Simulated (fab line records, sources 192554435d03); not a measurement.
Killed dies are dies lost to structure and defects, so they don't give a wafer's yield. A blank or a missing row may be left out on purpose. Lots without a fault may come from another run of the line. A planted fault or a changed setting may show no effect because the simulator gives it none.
One fault seen from 2 desks | flow n5_finfet | each desk has only its own numbers; what lay behind them comes last

THE TOOL OWNER'S DESK: rie_diel-02
The tool's own readings at N5_BEOL_M6_ETCH_61 (etches SiARC in CF4, target depth 45.5 nm, time 75.8 s): means of the sampled wafers that have a number, for each lot that ran on this tool. A lot is out of limits, marked OUT, if its mean lies more than 4 standard deviations from the usual mean; the brackets give that distance.
Columns: A = drypump_motor_current_A at N5_BEOL_M6_ETCH_61, usual 5.9 A; B = etch_rf_on_time_s at N5_BEOL_M6_ETCH_61, usual 75.5 s; C = oes_product_au at N5_BEOL_M6_ETCH_61, usual 0.67 a.u.; D = rf_vpp_V at N5_BEOL_M6_ETCH_61, usual 183.6 V; E = showerhead_plenum_p_Torr at N5_BEOL_M6_ETCH_61, usual 2.11 Torr; F = throttle_valve_pct at N5_BEOL_M6_ETCH_61, usual 15.59 %
lot  | first seen here | A   | B               | C    | D     | E    | F
L543 | day 8 22:30     | 6.0 | 74.2            | 0.64 | 182.9 | 2.05 | 15.63
L548 | day 10 03:41    | 5.6 | 76.5            | 0.64 | 184.2 | 2.17 | 15.55
L555 | day 12 05:58    | 5.9 | 62.8 (-7.5) OUT | 0.83 | 183.1 | 2.08 | 15.55
L556 | day 12 10:22    | 5.7 | 50.8 (-15) OUT  | 0.82 | 183.1 | 2.14 | 15.62
L558 | day 12 20:22    | 5.7 | 64.0 (-6.8) OUT | 0.72 | 183.6 | 2.13 | 15.62
L565 | day 14 23:30    | 5.9 | 76.5            | 0.62 | 183.0 | 2.07 | 15.70
This desk's finding: out of limits on L555, L556, L558; first on L555, day 12 05:58 (etch_rf_on_time_s at N5_BEOL_M6_ETCH_61). In limits: L543, L548, L565.

THE METROLOGY DESK
What the gauges read, lot by lot, whatever tool the lot ran on: means of the sampled wafers that have a number. A lot is out of limits, marked OUT, if its mean lies more than 4 standard deviations from the usual mean; the brackets give that distance.
Columns: A = M5_THK at N5_BEOL_M5_THK_MEAS_53, usual 60.8 nm
lot  | first seen here | A
L542 | day 8 14:51     | 61.6
L543 | day 8 18:47     | 60.1
L545 | day 9 10:19     | 60.1
L546 | day 9 19:03     | 59.5
L548 | day 10 01:46    | 61.5
L549 | day 10 09:58    | 60.9
L547 | day 10 11:06    | 62.1
L555 | day 12 02:19    | 59.1
L556 | day 12 06:59    | 58.8
L558 | day 12 16:46    | 61.2
L560 | day 13 09:49    | 59.9
L565 | day 14 20:52    | 62.1
This desk's finding: nothing out of limits on any of the 12 lots.

PUT TOGETHER
The tool owner's desk could have raised an alarm at day 12 05:58, on L555, L556, L558.
The metrology desk saw nothing out of limits.
The metrology desk has L555, L556, L558 on record, within its limits.
Of the lots named, all ran N5_BEOL_M6_ETCH_61 on rie_diel-02.

WHAT THE SIMULATOR HAD PUT IN
Process parameter drift: rie_diel-02, from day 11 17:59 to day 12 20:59, at N5_BEOL_M6_ETCH_61. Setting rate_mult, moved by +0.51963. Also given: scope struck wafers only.
Lots struck among those shown: L555, L556, L558.
Hours from the fault's start to each desk's first reading out of limits: the tool owner's desk, 12.
